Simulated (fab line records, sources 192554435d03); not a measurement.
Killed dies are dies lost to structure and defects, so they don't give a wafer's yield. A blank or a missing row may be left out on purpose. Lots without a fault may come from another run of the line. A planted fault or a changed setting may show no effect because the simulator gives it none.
Chamber matching | flow n5_finfet | N5_STI_FIN_REVEAL_STRIP_24 on rie_diel-06: 4 sister chambers
The step strips in N2/H2, time 90 s. 20 wafers are shown with their chamber, then 10 later ones without.

WAFERS WITH THEIR CHAMBER
wafer  | chamber | drypump_motor_current_A (A) | oes_product_au (a.u.) | throttle_valve_pct (%)
L075.1 | 1       | 6.3                         | 0.69                  | 12.48
L075.4 | 2       | 5.8                         | 0.94                  | 11.91
L075.6 | 1       | 6.3                         | 0.70                  | 12.51
L079.2 | 1       | 6.4                         | 0.69                  | 12.50
L079.4 | 3       | 5.1                         | 1.00                  | 12.06
L079.5 | 2       | 5.8                         | 0.91                  | 11.92
L080.1 | 2       | 5.8                         | 0.91                  | 11.92
L080.4 | 0       | 5.2                         | 0.75                  | 11.98
L080.5 | 1       | 6.4                         | 0.69                  | 12.53
L084.1 | 0       | 5.2                         | 0.75                  | 12.00
L084.2 | 2       | 5.8                         | 0.90                  | 11.95
L084.5 | 3       | 5.0                         | 0.97                  | 12.09
L086.3 | 2       | 5.8                         | 0.89                  | 11.97
L086.4 | 2       | 5.8                         | 0.88                  | 11.96
L086.6 | 3       | 5.1                         | 0.94                  | 12.11
L087.2 | 3       | 5.1                         | 0.95                  | 12.11
L087.4 | 0       | 5.2                         | 0.74                  | 12.03
L087.6 | 3       | 5.1                         | 0.94                  | 12.13
L092.2 | 1       | 6.4                         | 0.92                  | 11.92
L092.3 | 0       | 5.2                         | 0.73                  | 12.06

SIGNATURES (means of the wafers above)
reading                 | chamber 0 | chamber 1 | chamber 2 | chamber 3 | scatter within a chamber
drypump_motor_current_A | 5.200     | 6.360     | 5.800     | 5.080     | 0.0354
oes_product_au          | 0.7425    | 0.7380    | 0.9050    | 0.9600    | 0.0539
throttle_valve_pct      | 12.0175   | 12.3880   | 11.9383   | 12.1000   | 0.133
Rule: a wafer's distance from a chamber is the root of the sum, over the readings, of the square of ((its reading less the chamber's mean) divided by the reading's scatter). The wafer belongs to the nearest chamber; if the next one is less than 2 further off, it can't be placed. The scatter: the root of (the sum of the squares of (reading less its chamber's mean) over the shown wafers, divided by (wafers less chambers)).

WAFERS WITHOUT THEIR CHAMBER
wafer  | drypump_motor_current_A (A) | oes_product_au (a.u.) | throttle_valve_pct (%)
L092.5 | 5.2                         | 0.74                  | 12.05
L093.2 | 5.9                         | 0.86                  | 12.01
L093.5 | 6.4                         | 0.91                  | 11.92
L093.6 | 5.2                         | 0.71                  | 12.07
L096.3 | 5.1                         | 0.90                  | 12.16
L096.5 | 5.2                         | 0.72                  | 12.06
L096.6 | 6.3                         | 0.89                  | 11.96
L097.1 | 6.4                         | 0.89                  | 11.95
L097.3 | 5.1                         | 0.90                  | 12.18
L097.4 | 5.8                         | 0.84                  | 12.04

WHICH CHAMBER EACH WENT THROUGH
wafer  | from the rows above | in truth
L092.5 | 0                   | 0
L093.2 | 2                   | 2
L093.5 | 1                   | 1
L093.6 | 0                   | 0
L096.3 | 3                   | 3
L096.5 | 0                   | 0
L096.6 | 1                   | 1
L097.1 | 1                   | 1
L097.3 | 3                   | 3
L097.4 | 2                   | 2
Placed correctly: 10 of 10. Can't be placed from these rows: 0. Placed wrongly: 0.
